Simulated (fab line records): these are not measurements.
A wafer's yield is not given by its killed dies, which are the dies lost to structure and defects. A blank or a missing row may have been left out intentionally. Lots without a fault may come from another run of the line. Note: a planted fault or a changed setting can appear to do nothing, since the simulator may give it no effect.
fab line records -- flow nand_harc -- part 2 of 2: steps 32 to 37 of 37
record lots=5, wafers=15, last_day=31
route steps=1302 shown A_STAIRCASE@752
lots that met no fault: from a run of the same line without faults
start_h: start of the lot's first displayed wafer, in hours after the record's first day -- wait_h: how many hours have passed since the lot's step before this one -- " as in the row above -- L1.1+2: a row that stands for several wafers -- - no value, or no start given -- * or withheld: withheld -- < > ~ a bound
route shown NAME@n: a module of which the file shows steps, and the number in the route of the first -- usual: mean and standard deviation over wafers with no fault -- same: alike in all rows -- chamber/n: place in a boat -- sites: per-site readings -- _std_site: standard deviation of those values -- _edge_site: mean of outer sites minus mean of inner sites -- radius_mm: how far each site lies from the wafer's centre -- mask NAME#n: copy n -- behind: the tool/chamber that last shaped the wafer -- hold: cause of the lot's hold/its duration in hours/its outcome -- device: the transistor (n, p or np) that didn't switch -- end of line: tests run on the same wafers once the route is complete -- a step with no rows: only its recipe -- killed: dies lost to structure and defects at the first sort, not the wafer's yield -- map: per-die view of a wafer (x killed, . not killed, _ where there is no die)
set.NAME: the setting the step ran with; set.NAME@STEP: the setting that earlier step ran with -- model.NAME: the simulator's own value behind a step, which no gauge read
lots at selected steps of the route; one table per step, one row per wafer
services: a tool's chamber out of use, with start hour (start_h, from the record's first day; less than 0 if before it), hours out, and reason
## steps
# step NHARC_A_STAIRCASE_ETCH_271
# recipe cf4_flow_sccm=100, chf3_flow_sccm=30, ar_flow_sccm=0, rf_w=500, bias_w=200, chemistry=CF4/CHF3
# usual bias_w=200.0/0.58, drypump_motor_current_A=5.7/0.57, oes_product_au=0.958/0.021, rf_fwd_power_W=496.8/2, rf_vpp_V=370.3/2.7, showerhead_plenum_p_Torr=1.57/0.08, throttle_valve_pct=16.803/0.0093
lot.wafer,tool,chamber,start_h,wait_h,bias_w,drypump_motor_current_A,oes_product_au,rf_fwd_power_W,rf_hours_counter_h,rf_vpp_V,showerhead_plenum_p_Torr,throttle_valve_pct
L076.1,rie_diel-13,3,393.83,0.1,200.8,5.4,0.986,494.3,13,372.0,1.63,16.799
L076.4,rie_diel-13,1,393.83,0.1,200.2,6.2,0.966,498.5,13,367.0,1.47,16.826
L076.6,rie_diel-13,3,393.83,0.1,200.9,5.4,0.985,496.4,-,373.1,1.63,16.789
L084.4,rie_diel-02,1,471.68,0.1,199.3,5.0,0.950,498.7,28,373.9,1.69,16.803
L084.2,rie_diel-02,2,471.68,0.1,199.5,6.6,0.955,499.0,24,370.4,1.54,16.821
L084.5,rie_diel-02,1,471.68,0.1,200.0,5.0,0.960,500.7,-,374.3,1.69,16.802
L086.1,rie_diel-13,3,492.69,0.1,199.8,5.4,0.981,493.4,43,372.6,1.62,16.796
L086.3,rie_diel-13,0,492.69,0.1,199.4,6.2,0.961,495.6,38,368.6,1.56,16.810
L086.2,rie_diel-13,1,492.69,0.1,200.6,6.3,0.968,497.1,42,368.5,1.47,16.806
L087.1,rie_diel-12,2,492.97,0.1,199.7,5.1,0.965,495.9,13,374.5,1.70,16.803
L087.5,rie_diel-12,2,492.97,0.1,199.0,5.1,0.981,496.8,-,375.3,1.70,16.789
L087.6,rie_diel-12,3,492.97,0.1,199.8,5.7,0.973,497.4,-,372.9,1.61,16.805
L090.3,rie_diel-13,3,535.38,0.1,200.7,5.4,0.959,494.4,1,372.2,1.62,16.807
L090.2,rie_diel-13,0,535.38,0.1,199.1,6.3,0.973,498.1,1,369.7,1.56,16.815
L090.6,rie_diel-13,2,535.38,0.1,200.1,5.3,0.960,495.1,-,366.3,1.49,16.799
# step NHARC_A_STAIRCASE_HM_OPEN_457
# recipe o2_flow_sccm=400, cos_flow_sccm=20, ar_flow_sccm=0, rf_w=500, bias_w=300, chemistry=O2/COS
# usual bias_w=300.0/0.89, drypump_motor_current_A=5.8/0.6, oes_product_au=1.001/0.0087, rf_fwd_power_W=498.9/1.9, rf_vpp_V=466/3.2, showerhead_plenum_p_Torr=3.09/0.15, throttle_valve_pct=28.331/0.0086
lot.wafer,tool,chamber,start_h,wait_h,bias_w,drypump_motor_current_A,oes_product_au,rf_fwd_power_W,rf_hours_counter_h,rf_vpp_V,showerhead_plenum_p_Torr,throttle_valve_pct
L076.1,rie_diel-13,0,-,-,301.1,6.2,1.013,500.3,14,467,3.10,28.328
L076.4,rie_diel-13,1,-,-,300.1,6.3,1.010,500.7,13,463,2.93,28.332
L076.6,rie_diel-13,0,-,-,299.5,6.3,1.005,501.6,-,466,3.10,28.335
L084.4,rie_diel-02,1,-,-,299.8,5.0,0.981,501.6,28,471,3.36,28.329
L084.2,rie_diel-02,2,-,-,299.5,6.6,1.005,502.1,24,467,3.06,28.342
L084.5,rie_diel-02,1,-,-,299.1,5.0,0.988,501.0,-,471,3.36,28.332
L086.3,rie_diel-13,0,-,-,299.7,6.3,1.005,498.1,38,466,3.09,28.318
L086.1,rie_diel-13,2,-,-,299.4,5.2,1.007,500.0,39,463,2.97,28.325
L086.2,rie_diel-13,3,-,-,299.3,5.4,1.014,498.9,43,470,3.22,28.329
L087.1,rie_diel-12,1,-,-,300.2,6.5,1.008,498.8,8,466,3.07,28.333
L087.6,rie_diel-12,2,-,-,301.4,5.1,1.008,495.7,-,472,3.37,28.320
L087.5,rie_diel-12,3,-,-,302.3,5.7,0.993,499.7,-,469,3.20,28.325
L090.2,rie_diel-13,1,-,-,299.6,6.3,0.999,497.7,1,463,2.91,28.328
L090.3,rie_diel-13,0,-,-,300.0,6.2,0.990,498.8,1,467,3.09,28.329
L090.6,rie_diel-13,2,-,-,299.4,5.3,0.992,499.6,-,463,2.96,28.329
# step NHARC_A_STAIRCASE_STRIP_458
# recipe o2_flow_sccm=400, cos_flow_sccm=20, ar_flow_sccm=0, bias_w=0, chemistry=O2/COS
lot.wafer,tool,chamber,start_h,wait_h
L076.4+1+6,rie_diel-13,"0,1,3",-,-
L084.2+4+5,rie_diel-02,"3,0,2",-,-
L086.3+2+1,rie_diel-13,"2,3,1",-,-
L087.1+6+5,rie_diel-12,"2,0,1",-,-
L090.2+3+6,rie_diel-13,"1,0,1",-,-
# step NHARC_A_STAIRCASE_ETCH_451
# recipe target_depth_a=300, overetch_a=30, time_s=16.5, ion_energy_ev=100, cf4_flow_sccm=80, o2_flow_sccm=20, ar_flow_sccm=0, rf_w=300, bias_w=100, chemistry=CF4/O2
# usual bias_w=100.02/0.3, drypump_motor_current_A=5.7/0.57, oes_product_au=1.002/0.009, rf_fwd_power_W=294.0/1.6, rf_vpp_V=197.6/1.5, showerhead_plenum_p_Torr=1.33/0.067, throttle_valve_pct=13.397/0.0093
lot.wafer,tool,chamber,start_h,wait_h,bias_w,drypump_motor_current_A,oes_product_au,rf_fwd_power_W,rf_hours_counter_h,rf_vpp_V,showerhead_plenum_p_Torr,throttle_valve_pct
L076.4,rie_diel-13,1,-,-,100.26,6.3,1.005,296.4,13,197.0,1.25,13.391
L076.1,rie_diel-13,2,-,-,100.12,5.3,1.012,291.0,8,196.2,1.27,13.389
L076.6,rie_diel-13,1,-,-,99.79,6.3,1.009,296.5,-,197.0,1.25,13.385
L084.4,rie_diel-02,1,-,-,100.18,5.0,0.991,296.6,28,199.2,1.44,13.400
L084.2,rie_diel-02,2,-,-,100.25,6.5,1.012,296.2,24,196.6,1.31,13.398
L084.5,rie_diel-02,0,-,-,99.70,5.8,0.984,293.9,-,199.7,1.43,13.383
L086.1,rie_diel-13,0,-,-,99.66,6.2,1.001,294.9,39,198.2,1.32,13.393
L086.2,rie_diel-13,2,-,-,100.10,5.3,1.003,292.1,40,197.5,1.27,13.410
L086.3,rie_diel-13,3,-,-,100.19,5.4,0.998,292.5,43,199.5,1.38,13.401
L087.1,rie_diel-12,2,-,-,99.95,5.1,1.018,293.3,14,199.0,1.44,13.404
L087.5,rie_diel-12,3,-,-,99.92,5.7,0.997,293.4,-,196.4,1.37,13.399
L087.6,rie_diel-12,0,-,-,99.87,4.9,1.005,292.8,-,195.7,1.25,13.393
L090.3,rie_diel-13,3,-,-,99.41,5.4,0.999,292.7,1,198.3,1.37,13.398
L090.2,rie_diel-13,1,-,-,99.44,6.3,1.026,296.3,1,196.3,1.24,13.402
L090.6,rie_diel-13,3,-,-,99.77,5.4,1.003,292.5,-,197.4,1.38,13.392
# step NHARC_A_STAIRCASE_ETCH_273
# recipe target_depth_a=1.02e+05, time_s=2468.6, ion_energy_ev=800, c4f8_flow_sccm=80, o2_flow_sccm=60, ar_flow_sccm=withheld, rf_w=600, bias_w=3000, chemistry=C4F8/O2/Ar
# usual bias_w=2999/9, oes_product_au=0.940/0.012, rf_fwd_power_W=599.6/2.1, rf_vpp_V=1825/13
lot.wafer,tool,chamber,start_h,wait_h,bias_w,oes_product_au,rf_fwd_power_W,rf_hours_counter_h,rf_vpp_V
L076.4,rie_diel-13,3,-,-,3015,0.947,601.2,13,1837
L076.1,rie_diel-13,2,-,-,3001,0.949,600.1,9,1815
L076.6,rie_diel-13,0,-,-,2999,0.945,603.9,-,1825
L084.4,rie_diel-02,3,-,-,3001,0.946,596.7,17,1818
L084.2,rie_diel-02,0,-,-,3001,0.948,599.1,23,1844
L084.5,rie_diel-02,0,-,-,2999,0.950,599.0,-,1845
L086.1,rie_diel-13,2,-,-,3006,0.952,600.6,40,1814
L086.2,rie_diel-13,0,-,-,2998,0.939,597.9,39,1824
L086.3,rie_diel-13,1,-,-,2997,0.931,599.1,42,1809
L087.1,rie_diel-12,0,-,-,3020,0.930,597.2,10,1808
L087.5,rie_diel-12,1,-,-,3007,0.942,601.2,-,1824
L087.6,rie_diel-12,2,-,-,2994,0.949,603.2,-,1846
L090.3,rie_diel-13,0,-,-,3008,0.954,598.0,1,1823
L090.2,rie_diel-13,3,-,-,2995,0.944,597.9,1,1835
L090.6,rie_diel-13,1,-,-,2995,0.950,598.4,-,1809
# step NHARC_A_STAIRCASE_STRIP_274
# recipe o2_flow_sccm=500, ar_flow_sccm=0, bias_w=0, chemistry=O2
# usual drypump_motor_current_A=5.7/0.58, oes_product_au=1.001/0.0085, rf_vpp_V=57.7/0.96, showerhead_plenum_p_Torr=3.50/0.17, throttle_valve_pct=17.037/0.0086
# same bias_w=0
lot.wafer,tool,chamber,start_h,wait_h,drypump_motor_current_A,oes_product_au,rf_hours_counter_h,rf_vpp_V,showerhead_plenum_p_Torr,throttle_valve_pct
L076.1,rie_diel-13,1,-,-,6.3,1.005,13,56.9,3.31,17.033
L076.4,rie_diel-13,2,-,-,5.3,0.994,9,57.3,3.37,17.036
L076.6,rie_diel-13,0,-,-,6.2,0.995,-,59.1,3.51,17.040
L084.4,rie_diel-02,2,-,-,6.6,1.005,25,57.6,3.45,17.041
L084.2,rie_diel-02,3,-,-,5.9,1.010,18,58.5,3.41,17.042
L084.5,rie_diel-02,3,-,-,5.9,1.002,-,57.1,3.41,17.029
L086.2,rie_diel-13,3,-,-,5.4,0.994,44,57.7,3.64,17.042
L086.1,rie_diel-13,1,-,-,6.3,1.004,42,56.7,3.29,17.027
L086.3,rie_diel-13,2,-,-,5.3,1.013,41,57.3,3.35,17.038
L087.1,rie_diel-12,3,-,-,5.7,0.994,15,59.0,3.62,17.045
L087.5,rie_diel-12,1,-,-,6.6,1.006,-,58.9,3.48,17.031
L087.6,rie_diel-12,2,-,-,5.1,1.005,-,60.5,3.80,17.035
L090.2,rie_diel-13,1,-,-,6.3,1.012,2,58.1,3.29,17.042
L090.3,rie_diel-13,2,-,-,5.2,0.992,2,57.9,3.35,17.048
L090.6,rie_diel-13,1,-,-,6.3,1.010,-,57.0,3.29,17.043
## services
tool,chamber,start_h,hours,kind
rie_diel-13,2,366.09,6.4,repair
wet_bench-06,-,369.75,8.0,pm
rie_diel-02,0,377.40,2.1,repair
plasma_asher-02,-,378.47,9.3,repair
rie_diel-12,2,378.86,2.6,repair
krf_scanner-01,-,385.21,1.9,repair
rie_diel-02,-,394.46,9.0,pm
litho_track-02,-,402.01,7.0,pm
wet_bench-02,-,420.03,8.0,pm
rie_diel-13,-,423.11,5.7,repair
rie_diel-02,0,424.08,12.3,repair
litho_track-07,-,426.00,7.0,pm
plasma_asher-02,-,426.22,9.0,pm
rie_diel-02,3,434.93,28.6,repair
wet_bench-06,-,441.75,2.3,repair
rie_diel-12,-,445.82,9.0,pm
rie_diel-12,1,469.74,9.5,repair
litho_track-05,-,474.03,7.0,pm
rie_diel-13,0,475.54,6.6,repair
krf_scanner-01,-,484.00,4.0,pm
krf_scanner-01,-,499.58,3.0,repair
rie_diel-13,3,499.83,6.7,repair
plasma_asher-01,-,519.30,9.0,pm
rie_diel-13,-,521.79,9.0,pm
